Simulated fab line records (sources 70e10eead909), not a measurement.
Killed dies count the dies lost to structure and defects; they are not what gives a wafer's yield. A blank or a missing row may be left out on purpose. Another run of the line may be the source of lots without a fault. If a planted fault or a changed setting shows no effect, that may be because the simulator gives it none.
Problem report, 8D (eight disciplines) form, completed by code    flow nandHarc    the parts of the form that need people (team, actions taken, sign-off) are left out

## 1. THE PROBLEM
killedDies at NHARC_END_SORT_01 reads a mean of 152 on 1 wafer of 1 lot; wafers without a fault read 63 with a standard deviation of 18. That puts it +4.9 standard deviations away from the usual mean.
Earliest sighting: wafer L288.5 on prober-01 at day 32 18:20. The record has a number at this step for 39 wafers belonging to 13 lots. By rule, "out" or "out of limits" means more than 4 standard deviations away from the usual mean. The rest of the wafers with a number are treated as sound.

## 2. WHAT IT IS AND WHAT IT IS NOT
question                     is                                             is not
which readings at this step  killedDies, defectLimitedYield, killedAtArray  killedAtOther, killedAtPeriphery, killedOpen, killedShort
which lots                   L288                                           L270, L272, L273, L274, L277, L280, L281, L282, L283, L284, L292, L293
which wafers of those lots   L288.5                                         L288.1, L288.6
read on which gauges         prober-01                                      prober-02
when                         from day 32 18:20                              up to then (31 sound wafers); but 7 sound wafers of L288, L292, L293 came after

## 3. SUSPECTS, AND WHAT RULES EACH OUT
Counting: if a tool at a process step up to the reading ran every lot that is out, it stays a suspect. Sound lots after the first of them don't rule it out here, since some wafers of a struck lot are sound.
- the gauge at NHARC_END_SORT_01: kept. All the wafers that are out were read on prober-01, and no step on other tools shows them out.
- rieDiel-06 at NHARC_A_BONDPAD_STRIP_15 (strips in O2): kept. It processed L288, the lot that is out, at day 31 00:52, and its most recent sound lot before then was L281 at day 27 22:51.
- plasmaAsher-01 at NHARC_THIN_TSV_STRIP_62 (strips in N2/H2, time 20 s): kept. It processed L288, the lot that is out, at day 31 18:50, and its most recent sound lot before then was L283 at day 29 13:01.
- rieMetal-03 at NHARC_THIN_TSV_ETCH_36 (etches the open film in Cl2/BCl3, target depth 65 nm, time 18.571 s): kept. It processed L288, the lot that is out, at day 31 22:44, and its most recent sound lot before then was L282 at day 28 09:41.
- Within rieDiel-06 at NHARC_A_BONDPAD_STRIP_15: the wafers that are out ran in chamber 2; their sound lot-mates ran in chambers 0, 1.
- The sound lot-mates ran in chamber 0 of plasmaAsher-01 at NHARC_THIN_TSV_STRIP_62, but the wafers that are out ran in chamber 1.
Left after counting: rieDiel-06 at NHARC_A_BONDPAD_STRIP_15, plasmaAsher-01 at NHARC_THIN_TSV_STRIP_62, rieMetal-03 at NHARC_THIN_TSV_ETCH_36, prober-01 at NHARC_END_SORT_01.

## 4. THE CAUSE (what the simulator had put in)
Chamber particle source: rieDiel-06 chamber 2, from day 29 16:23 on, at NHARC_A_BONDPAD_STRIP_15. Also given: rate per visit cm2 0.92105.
Counting left 4 suspects, and this tool is among them.

## 5. SEQUENCE OF EFFECTS, ordered by route
Each row: a reading whose mean over the struck wafers that have a number lies more than 3 standard deviations from the usual. Only readings for which the record gives a usual standard deviation are gone through. hours: the time from each lot's start at the first step in this table that gives one to its start at this step, as a median over the lots. sigmas: the change in usual standard deviations.
hours  step               reading             usual   on struck wafers  change  sigmas
0      NHARC_END_SORT_01  defectLimitedYield  90.7 %  77.5              -13.2   -4.9
0      NHARC_END_SORT_01  killedAtArray       58      149               +91     +4.8
0      NHARC_END_SORT_01  killedDies          63      152               +89     +4.9

## 6. WHAT WOULD HAVE CAUGHT IT SOONER
The first out-of-limits reading at a measuring or inspecting step in this record came at day 32 18:20, 74 hours after the fault's start at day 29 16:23.
Tool readings at NHARC_A_BONDPAD_STRIP_15 with a usual standard deviation given in the record: none out on any struck wafer, hence no alarm at a limit of 4 standard deviations on them.
By day 32 18:20 the whole set of lots that are out, 1 in number, had already begun NHARC_A_BONDPAD_STRIP_15 on rieDiel-06. Had the tool been put on hold then, not one of them would have been saved.
